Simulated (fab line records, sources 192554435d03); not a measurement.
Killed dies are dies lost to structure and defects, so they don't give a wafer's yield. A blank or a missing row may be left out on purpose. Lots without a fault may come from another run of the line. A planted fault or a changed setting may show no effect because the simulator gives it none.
Problem report in the 8D (eight disciplines) form, filled by code | flow n5_finfet | the parts of the form that need people (team, actions taken, sign-off) are left out

1. THE PROBLEM
killed_at_M4_up at N5_PASSIVATION_PROBE_49 reads a mean of 468 on 6 wafers of 2 lots; wafers without a fault read 14 with a standard deviation of 5.3. That is +86 standard deviations from the usual mean.
First seen on wafer L340.1, day 15 22:22, on prober-02. The record holds 6 wafers of 2 lots with a number at this step. Rule for "out", or "out of limits": more than 4 standard deviations from the usual mean. The other wafers with a number count as sound.

2. WHAT IT IS AND WHAT IT IS NOT
question                    | is                                                                                                                                     | is not
which readings at this step | killed_at_M4_up, defect_limited_yield, killed_dies, killed_on_rim, sort_bin_5_function, sort_bin_6_memory, sort_n_pass, sort_yield_pct | killed_at_M0_to_M3, killed_at_contacts, killed_at_front_end, killed_at_other, killed_short
which lots                  | L339, L340                                                                                                                             | -
which wafers of those lots  | all that have a number                                                                                                                 | -
read on which tools         | prober-01, prober-02                                                                                                                   | -
when                        | from day 15 22:22                                                                                                                      | up to then (0 sound wafers)

3. SUSPECTS, AND WHAT RULES EACH OUT
Counting: a tool at a process step up to the reading stays a suspect if it ran every lot that is out and no sound lot after the first of them.
- ecd_cu-01 at N5_BEOL_M4_ECD_50 (material Cu, target thk 300 nm): kept. It ran every lot that is out, first L340 (day 11 13:26), and no sound lot after that.
- rie_diel-03 at N5_BEOL_M15_STRIP_36 (strips in O2): kept. It ran every lot that is out, first L340 (day 15 04:22), and no sound lot after that.
Left after counting: ecd_cu-01 at N5_BEOL_M4_ECD_50, rie_diel-03 at N5_BEOL_M15_STRIP_36.

4. THE CAUSE (what the simulator had put in)
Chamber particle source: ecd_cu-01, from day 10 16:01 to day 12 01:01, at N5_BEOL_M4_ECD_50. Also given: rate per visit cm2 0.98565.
Counting left 2 suspects, and this tool is among them.

5. THE CHAIN OF EFFECTS, in route order
Each row: a reading whose mean over the struck wafers that have a number lies more than 3 standard deviations from the usual. Only readings for which the record gives a usual standard deviation are gone through. hours: the time from each lot's start at the first step in this table that gives one to its start at this step, as a median over the lots. sigmas: the change in usual standard deviations.
hours | step                    | reading              | usual  | on struck wafers | change | sigmas
0     | N5_PASSIVATION_PROBE_49 | defect_limited_yield | 91.0 % | 53.9             | -37.1  | -23
0     | N5_PASSIVATION_PROBE_49 | killed_at_M4_up      | 14     | 468              | +454   | +86
0     | N5_PASSIVATION_PROBE_49 | killed_dies          | 106    | 544              | +438   | +23
0     | N5_PASSIVATION_PROBE_49 | killed_on_rim        | 14     | 69               | +55    | +14
0     | N5_PASSIVATION_PROBE_49 | sort_bin_5_function  | 5.3 %  | 29.0             | +23.7  | +24
0     | N5_PASSIVATION_PROBE_49 | sort_bin_6_memory    | 3.3 %  | 13.9             | +10.6  | +13
0     | N5_PASSIVATION_PROBE_49 | sort_n_pass          | 1073   | 636              | -438   | -23
0     | N5_PASSIVATION_PROBE_49 | sort_yield_pct       | 91.0 % | 53.9             | -37.1  | -23
The process steps in it:
- N5_PASSIVATION_PROBE_49

6. WHAT WOULD HAVE CAUGHT IT SOONER
In this record the first reading out of limits was taken at day 15 22:22, 126 hours after the fault began at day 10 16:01.
All the lots that are out (2) had begun N5_BEOL_M4_ECD_50 on ecd_cu-01 by day 15 22:22. A hold on the tool at that time would have spared none of them.
